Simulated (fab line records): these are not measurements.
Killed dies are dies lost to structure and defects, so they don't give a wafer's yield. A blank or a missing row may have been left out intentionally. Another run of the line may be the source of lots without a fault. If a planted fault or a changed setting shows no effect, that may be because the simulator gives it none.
Chamber matching || flow n5_finfet || N5_BEOL_M8_PECVD_70 on pecvd-03 has 3 sister chambers
The step deposits SiO2 from TEOS/O2, target thk 20 nm, time 22.7 s. 24 wafers are shown with their chamber, then 12 later ones without.

## WAFERS WITH THEIR CHAMBER
{"wafer": "L075.3", "chamber": 2, "throttle_valve_pct (%)": 22.7, "heater_power_w (W)": 580, "showerhead_plenum_p_Torr (Torr)": 8.76}
{"wafer": "L075.4", "chamber": 0, "throttle_valve_pct (%)": 22.3, "heater_power_w (W)": 731, "showerhead_plenum_p_Torr (Torr)": 8.76}
{"wafer": "L075.6", "chamber": 1, "throttle_valve_pct (%)": 20.4, "heater_power_w (W)": 871, "showerhead_plenum_p_Torr (Torr)": 8.70}
{"wafer": "L081.2", "chamber": 1, "throttle_valve_pct (%)": 20.6, "heater_power_w (W)": 773, "showerhead_plenum_p_Torr (Torr)": 8.74}
{"wafer": "L081.5", "chamber": 1, "throttle_valve_pct (%)": 20.8, "heater_power_w (W)": 767, "showerhead_plenum_p_Torr (Torr)": 8.72}
{"wafer": "L081.6", "chamber": 0, "throttle_valve_pct (%)": 22.0, "heater_power_w (W)": 797, "showerhead_plenum_p_Torr (Torr)": 8.76}
{"wafer": "L082.1", "chamber": 0, "throttle_valve_pct (%)": 21.9, "heater_power_w (W)": 689, "showerhead_plenum_p_Torr (Torr)": 8.76}
{"wafer": "L082.2", "chamber": 1, "throttle_valve_pct (%)": 20.3, "heater_power_w (W)": 832, "showerhead_plenum_p_Torr (Torr)": 8.71}
{"wafer": "L082.3", "chamber": 0, "throttle_valve_pct (%)": 22.1, "heater_power_w (W)": 699, "showerhead_plenum_p_Torr (Torr)": 8.77}
{"wafer": "L083.1", "chamber": 1, "throttle_valve_pct (%)": 20.7, "heater_power_w (W)": 830, "showerhead_plenum_p_Torr (Torr)": 8.71}
{"wafer": "L083.2", "chamber": 0, "throttle_valve_pct (%)": 21.8, "heater_power_w (W)": 692, "showerhead_plenum_p_Torr (Torr)": 8.75}
{"wafer": "L083.3", "chamber": 2, "throttle_valve_pct (%)": 22.7, "heater_power_w (W)": 487, "showerhead_plenum_p_Torr (Torr)": 8.75}
{"wafer": "L083.4", "chamber": 0, "throttle_valve_pct (%)": 22.3, "heater_power_w (W)": 679, "showerhead_plenum_p_Torr (Torr)": 8.76}
{"wafer": "L083.5", "chamber": 1, "throttle_valve_pct (%)": 20.6, "heater_power_w (W)": 828, "showerhead_plenum_p_Torr (Torr)": 8.70}
{"wafer": "L083.6", "chamber": 2, "throttle_valve_pct (%)": 22.5, "heater_power_w (W)": 516, "showerhead_plenum_p_Torr (Torr)": 8.78}
{"wafer": "L085.2", "chamber": 0, "throttle_valve_pct (%)": 22.1, "heater_power_w (W)": 759, "showerhead_plenum_p_Torr (Torr)": 8.76}
{"wafer": "L085.4", "chamber": 1, "throttle_valve_pct (%)": 20.5, "heater_power_w (W)": 823, "showerhead_plenum_p_Torr (Torr)": 8.72}
{"wafer": "L085.5", "chamber": 2, "throttle_valve_pct (%)": 22.8, "heater_power_w (W)": 570, "showerhead_plenum_p_Torr (Torr)": 8.74}
{"wafer": "L088.1", "chamber": 1, "throttle_valve_pct (%)": 20.5, "heater_power_w (W)": 864, "showerhead_plenum_p_Torr (Torr)": 8.72}
{"wafer": "L088.3", "chamber": 0, "throttle_valve_pct (%)": 22.2, "heater_power_w (W)": 828, "showerhead_plenum_p_Torr (Torr)": 8.75}
{"wafer": "L088.5", "chamber": 2, "throttle_valve_pct (%)": 22.7, "heater_power_w (W)": 539, "showerhead_plenum_p_Torr (Torr)": 8.76}
{"wafer": "L089.1", "chamber": 1, "throttle_valve_pct (%)": 20.7, "heater_power_w (W)": 801, "showerhead_plenum_p_Torr (Torr)": 8.71}
{"wafer": "L089.2", "chamber": 2, "throttle_valve_pct (%)": 22.9, "heater_power_w (W)": 613, "showerhead_plenum_p_Torr (Torr)": 8.76}
{"wafer": "L089.3", "chamber": 0, "throttle_valve_pct (%)": 21.7, "heater_power_w (W)": 709, "showerhead_plenum_p_Torr (Torr)": 8.75}

SIGNATURES (means of the wafers above)
{"reading": "throttle_valve_pct", "chamber 0": 22.044, "chamber 1": 20.567, "chamber 2": 22.717, "scatter within a chamber": 0.176}
{"reading": "heater_power_w", "chamber 0": 731.44, "chamber 1": 821.00, "chamber 2": 550.83, "scatter within a chamber": 45.1}
{"reading": "showerhead_plenum_p_Torr", "chamber 0": 8.7578, "chamber 1": 8.7144, "chamber 2": 8.7583, "scatter within a chamber": 0.0108}
Rule: a wafer's distance from a chamber is the root of the sum, over the readings, of the square of ((its reading less the chamber's mean) divided by the reading's scatter). The wafer belongs to the nearest chamber; if the next one is less than 2 further off, it can't be placed. The scatter is the square root of a quotient: the sum, over the shown wafers, of each reading's squared deviation from its chamber's mean, divided by wafers minus chambers.

## WAFERS MISSING THEIR CHAMBER
{"wafer": "L089.4", "throttle_valve_pct (%)": 21.9, "heater_power_w (W)": 717, "showerhead_plenum_p_Torr (Torr)": 8.75}
{"wafer": "L089.5", "throttle_valve_pct (%)": 20.6, "heater_power_w (W)": 779, "showerhead_plenum_p_Torr (Torr)": 8.72}
{"wafer": "L089.6", "throttle_valve_pct (%)": 22.8, "heater_power_w (W)": 606, "showerhead_plenum_p_Torr (Torr)": 8.78}
{"wafer": "L092.1", "throttle_valve_pct (%)": 21.5, "heater_power_w (W)": 684, "showerhead_plenum_p_Torr (Torr)": 8.78}
{"wafer": "L092.3", "throttle_valve_pct (%)": 20.5, "heater_power_w (W)": 821, "showerhead_plenum_p_Torr (Torr)": 8.72}
{"wafer": "L092.4", "throttle_valve_pct (%)": 20.4, "heater_power_w (W)": 853, "showerhead_plenum_p_Torr (Torr)": 8.71}
{"wafer": "L093.2", "throttle_valve_pct (%)": 20.6, "heater_power_w (W)": 750, "showerhead_plenum_p_Torr (Torr)": 8.73}
{"wafer": "L093.4", "throttle_valve_pct (%)": 20.4, "heater_power_w (W)": 765, "showerhead_plenum_p_Torr (Torr)": 8.74}
{"wafer": "L093.5", "throttle_valve_pct (%)": 22.0, "heater_power_w (W)": 760, "showerhead_plenum_p_Torr (Torr)": 8.78}
{"wafer": "L095.2", "throttle_valve_pct (%)": 22.2, "heater_power_w (W)": 800, "showerhead_plenum_p_Torr (Torr)": 8.78}
{"wafer": "L095.3", "throttle_valve_pct (%)": 20.5, "heater_power_w (W)": 848, "showerhead_plenum_p_Torr (Torr)": 8.73}
{"wafer": "L095.5", "throttle_valve_pct (%)": 22.9, "heater_power_w (W)": 532, "showerhead_plenum_p_Torr (Torr)": 8.76}

## WHICH CHAMBER EACH WENT THROUGH
{"wafer": "L089.4", "from the rows above": 0, "in truth": 0}
{"wafer": "L089.5", "from the rows above": 1, "in truth": 1}
{"wafer": "L089.6", "from the rows above": 2, "in truth": 2}
{"wafer": "L092.1", "from the rows above": 0, "in truth": 0}
{"wafer": "L092.3", "from the rows above": 1, "in truth": 1}
{"wafer": "L092.4", "from the rows above": 1, "in truth": 1}
{"wafer": "L093.2", "from the rows above": 1, "in truth": 1}
{"wafer": "L093.4", "from the rows above": 1, "in truth": 1}
{"wafer": "L093.5", "from the rows above": 0, "in truth": 0}
{"wafer": "L095.2", "from the rows above": 0, "in truth": 0}
{"wafer": "L095.3", "from the rows above": 1, "in truth": 1}
{"wafer": "L095.5", "from the rows above": 2, "in truth": 2}
Placed correctly: 12 of 12. Number that these rows cannot place: 0. Number placed wrongly: 0.
